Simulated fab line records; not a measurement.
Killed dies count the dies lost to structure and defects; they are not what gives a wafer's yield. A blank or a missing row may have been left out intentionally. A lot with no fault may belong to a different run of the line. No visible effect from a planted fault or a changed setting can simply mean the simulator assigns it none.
Matching of chambers	flow nand-harc	NHARC_A_STAIRCASE_ALD_420 on ald-hk-01 has 4 sister chambers
The step deposits SiO2, target thk 20 nm, pulse time 6 s, ald cycles 200. 20 wafers are shown with their chamber, then 10 later ones without.

WAFERS PAIRED WITH THEIR CHAMBERS
wafer	chamber	heater-power-w (W)	precursor-pulse-height-rel
L075.2	3	460	1.032
L075.3	2	454	1.007
L075.4	1	449	1.024
L075.1	0	454	0.981
L075.5	2	446	1.015
L075.6	1	457	0.980
L078.1	1	444	1.001
L078.3	0	444	0.995
L078.5	3	465	0.985
L081.1	2	464	0.993
L081.2	0	461	0.970
L081.3	1	444	0.996
L085.2	0	450	1.005
L085.3	2	458	1.015
L085.4	3	461	1.018
L091.1	2	470	0.999
L091.3	3	465	1.016
L091.4	1	453	0.979
L096.2	0	451	0.993
L096.3	3	472	0.981

SIGNATURES (means of the wafers above)
reading	chamber 0	chamber 1	chamber 2	chamber 3	scatter within a chamber
heater-power-w	452.00	449.40	458.40	464.60	6.67
precursor-pulse-height-rel	0.98880	0.99600	1.00580	1.00640	0.0167
Rule: distance of a wafer from a chamber = root of the sum over the readings of ((wafer's reading minus chamber's mean) / reading's scatter) squared. The wafer belongs to the nearest chamber; if the next one is less than 2 further off, it can't be placed. The scatter is the square root of a quotient: the sum, over the shown wafers, of each reading's squared deviation from its chamber's mean, divided by wafers minus chambers.

WAFERS WITHOUT THEIR CHAMBER
wafer	heater-power-w (W)	precursor-pulse-height-rel
L096.4	454	0.984
L096.1	466	0.980
L096.5	458	0.986
L096.6	450	0.999
L097.2	453	0.986
L097.3	462	0.995
L097.6	443	1.005
L097.1	448	1.011
L097.4	466	1.008
L097.5	456	1.020

WHICH CHAMBER EACH ONE RAN IN
wafer	from the rows above	in truth
L096.4	can't be placed: 0 or 1 or 2 or 3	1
L096.1	can't be placed: 3 or 2 or 0 or 1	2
L096.5	can't be placed: 0 or 2 or 1 or 3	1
L096.6	can't be placed: 1 or 0 or 2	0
L097.2	can't be placed: 0 or 1 or 2 or 3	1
L097.3	can't be placed: 3 or 2 or 0 or 1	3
L097.6	can't be placed: 1 or 0 or 2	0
L097.1	can't be placed: 1 or 0 or 2 or 3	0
L097.4	can't be placed: 3 or 2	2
L097.5	can't be placed: 2 or 3 or 1 or 0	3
Placed correctly: 0 of 10. Not placeable from these rows: 10 (in 10, the candidates include the true chamber). Number placed wrongly: 0.
